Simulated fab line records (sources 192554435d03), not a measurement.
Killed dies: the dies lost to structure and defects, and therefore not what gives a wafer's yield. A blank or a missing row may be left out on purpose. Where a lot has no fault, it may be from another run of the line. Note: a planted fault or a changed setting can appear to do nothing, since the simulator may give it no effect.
Which tool was responsible?	flow n5-finfet	Sampling: 11 lots, 33 wafers, 5 of 1938 route steps

## WHAT THE GAUGES SHOWED, per wafer
N5_BEOL_M3_THK_MEAS_53: measures by xrf. Usual: M3_THK gives 41.6 nm (standard deviation 1.4).
lot	measured	on	M3_THK (nm)	flag
L876	day 7 17:25	film-metro-02	40.1 42.6 42.1	
L883	day 10 00:42	film-metro-02	39.7 41.9 40.4	
L884	day 10 03:56	film-metro-01	41.2 42.3 43.1	
L885	day 10 06:02	film-metro-01	38.6 41.9 42.4	
L886	day 10 16:43	film-metro-01	41.1 38.7 39.8	
L888	day 10 22:59	film-metro-02	43.1 44.5 41.1	
L890	day 11 08:56	film-metro-01	40.7 42.5 43.5	
L893	day 12 06:48	film-metro-02	42.9 43.1 43.1	
L894	day 12 10:05	film-metro-02	39.1 41.8 41.9	
L895	day 12 16:23	film-metro-01	39.9 39.5 40.1	
L898	day 13 14:16	film-metro-02	37.7 42.0 40.3	

N5_BEOL_M4_RC_MEAS_101. Usual: DIBL_N 36.1 mV/V, standard deviation 1.6; DIBL_P 35.8 mV/V, standard deviation 2.1; IOFF_N 0.16 nA/um, standard deviation 0.031; IOFF_P 0.21 nA/um, standard deviation 0.034; ION_N 673 uA/um, standard deviation 12; ION_P 461 uA/um, standard deviation 7.2; SS_N 71.4 mV/dec, standard deviation 0.59; SS_P 73.3 mV/dec, standard deviation 0.63; VT_N 250 mV, standard deviation 3.1; VT_P -250 mV, standard deviation 3.3.
lot	measured	on	DIBL_N (mV/V)	DIBL_P (mV/V)	IOFF_N (nA/um)	IOFF_P (nA/um)	ION_N (uA/um)	ION_P (uA/um)	SS_N (mV/dec)	SS_P (mV/dec)	VT_N (mV)	VT_P (mV)	flag
L876	day 8 07:31	prober-01	35.3 38.5 36.4	35.4 38.8 37.1	0.15 0.21 0.16	0.19 0.24 0.23	674 687 674	457 461 465	71.6 72.6 71.7	73.0 73.6 73.4	249 245 250	-251 -249 -247	
L883	day 10 12:10	prober-01	38.0 37.3 36.9	38.3 35.4 35.4	0.17 0.14 0.14	0.26 0.21 0.21	679 660 664	480 458 462	72.0 71.1 71.9	73.9 73.1 72.7	250 249 253	-244 -249 -248	
L884	day 10 17:31	prober-02	37.3 36.4 36.4	37.4 35.5 36.1	0.17 0.14 0.15	0.23 0.18 0.21	678 667 668	468 453 454	71.3 70.6 70.6	73.4 73.6 73.7	246 251 251	-247 -253 -251	
L885	day 10 18:57	prober-01	35.4 35.0 35.7	36.1 35.7 36.6	0.14 0.14 0.14	0.17 0.17 0.18	667 676 664	452 460 452	71.0 71.0 71.4	73.5 72.2 73.3	253 251 254	-256 -255 -255	
L886	day 11 06:13	prober-01	34.2 34.6 36.7	34.8 36.0 36.9	0.14 0.15 0.18	0.20 0.21 0.21	666 688 687	463 478 471	70.9 71.3 71.7	72.3 72.5 73.6	250 248 247	-249 -250 -254	
L888	day 11 15:33	prober-01	37.8 34.7 35.8	38.7 34.4 36.0	0.20 0.13 0.15	0.28 0.20 0.23	680 676 672	468 463 462	71.4 71.5 71.4	73.7 73.3 73.7	248 253 249	-247 -250 -250	
L890	day 11 19:40	prober-01	35.4 33.9 32.9	35.8 34.5 33.4	0.15 0.13 0.11	0.21 0.18 0.17	672 656 646	465 454 457	71.2 70.8 70.6	73.1 72.5 72.7	249 254 253	-250 -250 -252	
L893	day 12 17:00	prober-01	36.2 35.7 38.9	36.4 36.7 39.9	0.15 0.14 0.20	0.20 0.20 0.25	669 673 676	461 465 463	70.9 71.5 72.4	73.8 73.3 74.3	250 251 246	-251 -250 -247	
L894	day 12 20:27	prober-01	34.9 34.4 35.2	34.4 33.1 34.6	0.14 0.12 0.13	0.20 0.17 0.20	658 654 660	457 450 454	71.2 70.5 71.1	72.8 72.2 73.1	252 254 251	-249 -253 -250	
L895	day 13 07:11	prober-02	35.3 37.0 37.0	34.9 37.4 35.8	0.15 0.18 0.18	0.23 0.26 0.23	667 670 675	470 470 465	71.1 71.5 71.3	73.2 73.6 73.6	253 247 249	-247 -247 -247	
L898	day 13 22:20	prober-02	34.9 35.4 36.7	36.0 36.3 38.3	0.16 0.17 0.21	0.20 0.21 0.24	682 674 688	463 461 463	71.6 71.3 72.0	73.4 74.2 73.9	248 248 242	-247 -248 -248	

## WHAT TOOL EACH LOT RAN ON (gives the tool, then ch and the chambers of the sampled wafers, and finally the start)
lot	N5_BEOL_M3_ANNEAL_80	N5_BEOL_M3_ANNEAL_89	N5_BEOL_M3_ANNEAL_95
L876	pvd-sputter-02, day 7 15:05	pvd-sputter-02, day 7 15:45	pvd-sputter-02, day 7 16:25
L883	pvd-sputter-02, day 9 22:17	pvd-sputter-02, day 9 22:57	pvd-sputter-02, day 9 23:37
L884	pvd-sputter-01, day 10 01:41	pvd-sputter-01, day 10 02:21	pvd-sputter-01, day 10 03:01
L885	pvd-sputter-03, day 10 03:47	pvd-sputter-03, day 10 04:27	pvd-sputter-03, day 10 05:07
L886	pvd-sputter-03, day 10 14:28	pvd-sputter-03, day 10 15:07	pvd-sputter-03, day 10 15:47
L888	pvd-sputter-01, day 10 20:44	pvd-sputter-01, day 10 21:24	pvd-sputter-01, day 10 22:04
L890	pvd-sputter-03, day 11 06:41	pvd-sputter-03, day 11 07:20	pvd-sputter-03, day 11 08:00
L893	pvd-sputter-01, day 12 04:32	pvd-sputter-01, day 12 05:11	pvd-sputter-01, day 12 05:51
L894	pvd-sputter-02, day 12 07:50	pvd-sputter-02, day 12 08:30	pvd-sputter-02, day 12 09:10
L895	pvd-sputter-01, day 12 14:08	pvd-sputter-01, day 12 14:48	pvd-sputter-01, day 12 15:28
L898	pvd-sputter-01, day 13 12:01	pvd-sputter-01, day 13 12:41	pvd-sputter-01, day 13 13:20
- N5_BEOL_M3_ANNEAL_80: time 240 s.
- N5_BEOL_M3_ANNEAL_89: time 240 s.
- N5_BEOL_M3_ANNEAL_95: time 240 s.

## AS READ BY THE TOOLS THEMSELVES (means over the sampled wafers that have a number; for cases with no such wafer, the mark the record gives instead)
N5_BEOL_M3_ANNEAL_80. Usual: heater-power-w 803 W, standard deviation 89; susceptor-temp-C 400.02 C, standard deviation 0.24.
lot	tool	heater-power-w (W)	susceptor-temp-C (C)	flag
L876	pvd-sputter-02	936	400.09	
L883	pvd-sputter-02	854	400.19	
L884	pvd-sputter-01	838	399.95	
L885	pvd-sputter-03	729	399.91	
L886	pvd-sputter-03	761	400.10	
L888	pvd-sputter-01	761	399.80	
L890	pvd-sputter-03	813	400.23	
L893	pvd-sputter-01	752	400.00	
L894	pvd-sputter-02	843	400.08	
L895	pvd-sputter-01	767	399.83	
L898	pvd-sputter-01	870	399.87	

N5_BEOL_M3_ANNEAL_89. Usual: heater-power-w 805 W, standard deviation 88; susceptor-temp-C 400.01 C, standard deviation 0.22.
lot	tool	heater-power-w (W)	susceptor-temp-C (C)	flag
L876	pvd-sputter-02	949	400.14	
L883	pvd-sputter-02	858	399.86	
L884	pvd-sputter-01	849	400.18	
L885	pvd-sputter-03	748	400.09	
L886	pvd-sputter-03	767	399.90	
L888	pvd-sputter-01	775	399.84	
L890	pvd-sputter-03	804	400.13	
L893	pvd-sputter-01	750	399.99	
L894	pvd-sputter-02	842	399.92	
L895	pvd-sputter-01	761	399.58	
L898	pvd-sputter-01	873	400.05	

N5_BEOL_M3_ANNEAL_95. Usual: heater-power-w 804 W, standard deviation 88; susceptor-temp-C 399.96 C, standard deviation 0.23.
lot	tool	heater-power-w (W)	susceptor-temp-C (C)	flag
L876	pvd-sputter-02	946	399.80	
L883	pvd-sputter-02	853	400.03	
L884	pvd-sputter-01	-	-	OFF
L885	pvd-sputter-03	-	-	OFF
L886	pvd-sputter-03	-	-	OFF
L888	pvd-sputter-01	773	399.78	
L890	pvd-sputter-03	790	400.06	
L893	pvd-sputter-01	753	400.20	
L894	pvd-sputter-02	850	400.31	
L895	pvd-sputter-01	761	400.14	
L898	pvd-sputter-01	876	400.10	

## THE ANSWER, worked out from the rows above alone
Rule: lot off if the mean of its wafers having a number is beyond 3 standard deviations from the usual mean. Also off: a lot with no number at a reading for which 4 or more lots have one. Where the step has rows for the other lots, those lots are counted as sound. Order of review: gauges by route order, followed by the tools' own readings, for which a lot's mean as printed above is used. At the first step where some lot is off, the reading lying furthest off is the one used; lots without a number count as furthest.
Off, at N5_BEOL_M3_ANNEAL_95 on heater-power-w: L884, L885, L886. Without a number there: L884, L885, L886.
If a tool, at that step or one of the process steps before it, ran each lot that is off and ran no sound lot following the first of them, it fits. No candidate that was tried fits.

## WHAT HAD BEEN PUT IN BY THE SIMULATOR
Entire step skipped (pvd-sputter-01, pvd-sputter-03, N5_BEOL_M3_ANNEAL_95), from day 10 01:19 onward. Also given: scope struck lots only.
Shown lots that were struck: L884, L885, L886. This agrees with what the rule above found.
